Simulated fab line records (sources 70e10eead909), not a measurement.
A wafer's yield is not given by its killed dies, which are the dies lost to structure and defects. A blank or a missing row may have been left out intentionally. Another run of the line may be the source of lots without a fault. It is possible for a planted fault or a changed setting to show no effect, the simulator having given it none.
The tool behind it: which one? ; flow nand-harc ; Sampling: 24 lots, 72 wafers, 4 of 1302 route steps

## WHAT THE GAUGES READ, wafer by wafer
NHARC_P_M0_THK_MEAS_24: measures by xrf. Usual: thk-nm reads 117.7 nm (standard deviation 1.4).
lot;measured;on;thk-nm (nm);flag
L074;day 6 04:35;film-metro-02;117.6 119.5 117.8;
L075;day 6 12:33;film-metro-02;117.0 119.1 119.0;
L076;day 6 18:47;film-metro-01;117.1 118.4 118.1;
L077;day 7 04:52;film-metro-01;118.1 116.0 118.8;
L078;day 7 19:02;film-metro-01;117.2 115.8 116.8;
L079;day 8 02:59;film-metro-01;117.1 119.8 118.9;
L080;day 8 13:46;film-metro-01;118.2 118.6 119.0;
L081;day 9 04:43;film-metro-02;117.1 116.2 115.5;
L082;day 10 03:28;film-metro-02;119.2 118.5 118.6;
L083;day 10 03:46;film-metro-02;117.8 116.8 116.5;
L084;day 10 04:55;film-metro-01;118.8 116.4 116.6;
L085;day 10 19:31;film-metro-01;118.5 120.0 118.4;
L086;day 11 00:53;film-metro-01;120.9 119.3 117.8;
L087;day 11 19:53;film-metro-01;114.6 117.3 117.6;
L089;day 12 06:41;film-metro-02;122.0 118.3 118.1;
L088;day 12 09:22;film-metro-01;119.4 117.8 117.6;
L090;day 12 20:25;film-metro-01;118.7 118.7 118.8;
L091;day 13 04:55;film-metro-01;115.5 118.6 116.0;
L093;day 13 21:00;film-metro-02;115.4 117.6 116.5;
L092;day 13 21:22;film-metro-01;114.5 116.9 116.0;
L094;day 14 17:34;film-metro-02;117.0 115.5 118.9;
L095;day 15 04:01;film-metro-02;116.1 115.7 117.8;
L097;day 15 18:34;film-metro-02;119.0 118.5 117.7;
L096;day 15 19:18;film-metro-02;116.9 117.5 117.1;

NHARC_P_M2_INSPECT_11. Usual: raw-defect-count reads 4.2 (standard deviation 2.5).
lot;measured;on;raw-defect-count;flag
L074;day 6 13:01;defect-inspect-02;3 8 2;
L075;day 6 18:20;defect-inspect-01;8 7 4;
L076;day 7 00:36;defect-inspect-01;1 6 6;
L077;day 7 10:53;defect-inspect-01;5 2 3;
L078;day 8 00:46;defect-inspect-02;5 4 7;
L079;day 8 09:01;defect-inspect-02;1 2 2;
L080;day 8 19:29;defect-inspect-01;5 3 3;
L081;day 9 10:28;defect-inspect-02;4 11 14;
L082;day 10 09:05;defect-inspect-01;5 3 3;
L083;day 10 09:53;defect-inspect-01;5 3 5;
L084;day 10 10:46;defect-inspect-02;4 3 0;
L085;day 11 01:19;defect-inspect-01;1 2 2;
L086;day 11 06:36;defect-inspect-02;1 5 5;
L087;day 12 01:49;defect-inspect-01;1 6 2;
L089;day 12 12:26;defect-inspect-02;5 6 5;
L088;day 12 15:05;defect-inspect-02;6 3 10;
L090;day 13 02:09;defect-inspect-02;5 4 7;
L091;day 13 10:43;defect-inspect-01;5 1 6;
L093;day 14 02:44;defect-inspect-01;4 5 4;
L092;day 14 03:22;defect-inspect-01;4 5 5;
L094;day 14 23:08;defect-inspect-02;8 6 6;
L095;day 15 09:35;defect-inspect-01;1 6 6;
L097;day 16 00:16;defect-inspect-02;2 6 5;
L096;day 16 01:40;defect-inspect-01;2 3 6;

## EACH LOT AND THE TOOL THAT RAN IT (in order: tool; ch and the chambers of the sampled wafers; start)
lot;NHARC_P_M0_PRE_CLEAN_31;NHARC_P_M1_CMP_23
L074;pecvd-03 ch 0,2, day 6 06:57;cmp-04 ch 2,3, day 6 10:54
L075;pecvd-03 ch 0,1,2, day 6 12:47;cmp-04 ch 0,1,2, day 6 16:28
L076;pecvd-02 ch 0,1,2, day 6 19:01;cmp-02 ch 1,2,3, day 6 22:44
L077;pecvd-01 ch 0,1, day 7 05:05;cmp-04 ch 0,2,3, day 7 08:57
L078;pecvd-03 ch 0,1,2, day 7 19:16;cmp-02 ch 0,1,2, day 7 22:47
L079;pecvd-02 ch 0,2, day 8 03:12;cmp-04 ch 0,2,3, day 8 07:06
L080;pecvd-01 ch 0,1,2, day 8 14:00;cmp-04 ch 0,1,2, day 8 17:37
L081;pecvd-01 ch 0,2, day 9 04:58;cmp-02 ch 1,2, day 9 08:28
L082;pecvd-03 ch 0,1,2, day 10 03:43;cmp-02 ch 0,2,3, day 10 07:14
L083;pecvd-01 ch 0,1, day 10 03:59;cmp-01 ch 0,1,2, day 10 07:58
L084;pecvd-02 ch 1,2, day 10 05:08;cmp-04 ch 1,3, day 10 08:47
L085;pecvd-01 ch 0,2, day 10 19:46;cmp-04 ch 0,3, day 10 23:21
L086;pecvd-01 ch 0,2, day 11 01:09;cmp-01 ch 0,2,3, day 11 04:40
L087;pecvd-03 ch 0,1,2, day 11 20:07;cmp-01 ch 0,3, day 11 23:59
L089;pecvd-01 ch 0,1,2, day 12 06:56;cmp-02 ch 1,3, day 12 10:28
L088;pecvd-02 ch 1,2, day 12 09:35;cmp-01 ch 0,1,3, day 12 13:13
L090;pecvd-01 ch 0,1,2, day 12 20:38;cmp-01 ch 1,3, day 13 00:11
L091;pecvd-01 ch 0,1, day 13 05:12;cmp-01 ch 1,2,3, day 13 08:51
L093;pecvd-01 ch 0,1,2, day 13 21:15;cmp-02 ch 0,1,2, day 14 00:44
L092;pecvd-02 ch 0,1,2, day 13 21:37;cmp-01 ch 0,2,3, day 14 01:13
L094;pecvd-02 ch 0,1,2, day 14 17:47;cmp-01 ch 0,1, day 14 21:18
L095;pecvd-03 ch 0,2, day 15 04:14;cmp-02 ch 0,1,2, day 15 07:44
L097;pecvd-03 ch 1,2, day 15 18:49;cmp-01 ch 0,1,3, day 15 22:29
L096;pecvd-03 ch 0,2, day 15 19:31;cmp-04 ch 0,1,3, day 15 23:31
- NHARC_P_M0_PRE_CLEAN_31: time 12 s.
- NHARC_P_M1_CMP_23: polishes, t overpolish 20 s, target thk 157.82 nm.

## WHAT THE TOOLS THEMSELVES READ (means of the sampled wafers that have a number; where no wafer has one, the mark that the record gives instead)
NHARC_P_M0_PRE_CLEAN_31. Usual: heater-power-w 650 W, standard deviation 72; rf-fwd-power-W 292.5 W, standard deviation 0.91.
lot;tool;heater-power-w (W);rf-fwd-power-W (W);flag
L074;pecvd-03;722;293.0;
L075;pecvd-03;710;293.4;
L076;pecvd-02;598;293.1;
L077;pecvd-01;550;292.9;
L078;pecvd-03;692;291.8;
L079;pecvd-02;705;292.2;
L080;pecvd-01;589;292.8;
L081;pecvd-01;572;292.9;
L082;pecvd-03;687;291.9;
L083;pecvd-01;623;291.9;
L084;pecvd-02;568;293.8;
L085;pecvd-01;604;292.4;
L086;pecvd-01;593;291.5;
L087;pecvd-03;688;291.0;
L089;pecvd-01;633;292.1;
L088;pecvd-02;566;293.0;
L090;pecvd-01;628;292.3;
L091;pecvd-01;685;292.1;
L093;pecvd-01;628;292.2;
L092;pecvd-02;633;291.6;
L094;pecvd-02;651;292.2;
L095;pecvd-03;677;292.6;
L097;pecvd-03;667;291.3;
L096;pecvd-03;680;293.1;

NHARC_P_M1_CMP_23. Usual: motor-current-A 11.6 A, standard deviation 1.1; retaining-ring-pressure-frac 1.000, standard deviation 0.0047; time-to-endpoint-s 28.2 s, standard deviation 2.3.
lot;tool;motor-current-A (A);retaining-ring-pressure-frac;time-to-endpoint-s (s);flag
L074;cmp-04;12.6;1.002;25.7;
L075;cmp-04;11.3;0.999;27.3;
L076;cmp-02;10.4;1.000;30.1;
L077;cmp-04;11.5;0.998;27.2;
L078;cmp-02;11.7;1.002;28.5;
L079;cmp-04;11.9;1.004;24.1;
L080;cmp-04;11.8;0.998;29.4;
L081;cmp-02;11.0;0.998;29.7;
L082;cmp-02;11.6;1.000;29.3;
L083;cmp-01;11.7;1.001;27.3;
L084;cmp-04;11.0;0.999;28.5;
L085;cmp-04;11.4;1.006;29.3;
L086;cmp-01;11.8;0.997;27.9;
L087;cmp-01;12.2;1.003;28.4;
L089;cmp-02;10.4;0.998;31.7;
L088;cmp-01;12.1;0.998;31.1;
L090;cmp-01;11.9;1.003;25.9;
L091;cmp-01;12.1;1.005;26.9;
L093;cmp-02;11.7;0.997;26.4;
L092;cmp-01;12.2;0.999;25.0;
L094;cmp-01;12.0;1.002;29.5;
L095;cmp-02;11.4;0.998;25.5;
L097;cmp-01;11.9;1.003;28.2;
L096;cmp-04;10.6;1.003;27.9;

## THE ANSWER, worked out from the rows above alone
Rule: lot off if the mean of its wafers having a number is beyond 3 standard deviations from the usual mean. A lot without any number at a reading at which 4 lots or more have one is off too. Any other lot the step has rows for is counted as sound. Order of review: gauges by route order, followed by the tools' own readings, for which a lot's mean as printed above is used. At the first step where some lot is off, the reading lying furthest off is the one used; lots without a number count as furthest.
Nothing can be told from this: no lot is off at any reading shown.

## WHAT THE SIMULATOR PUT IN
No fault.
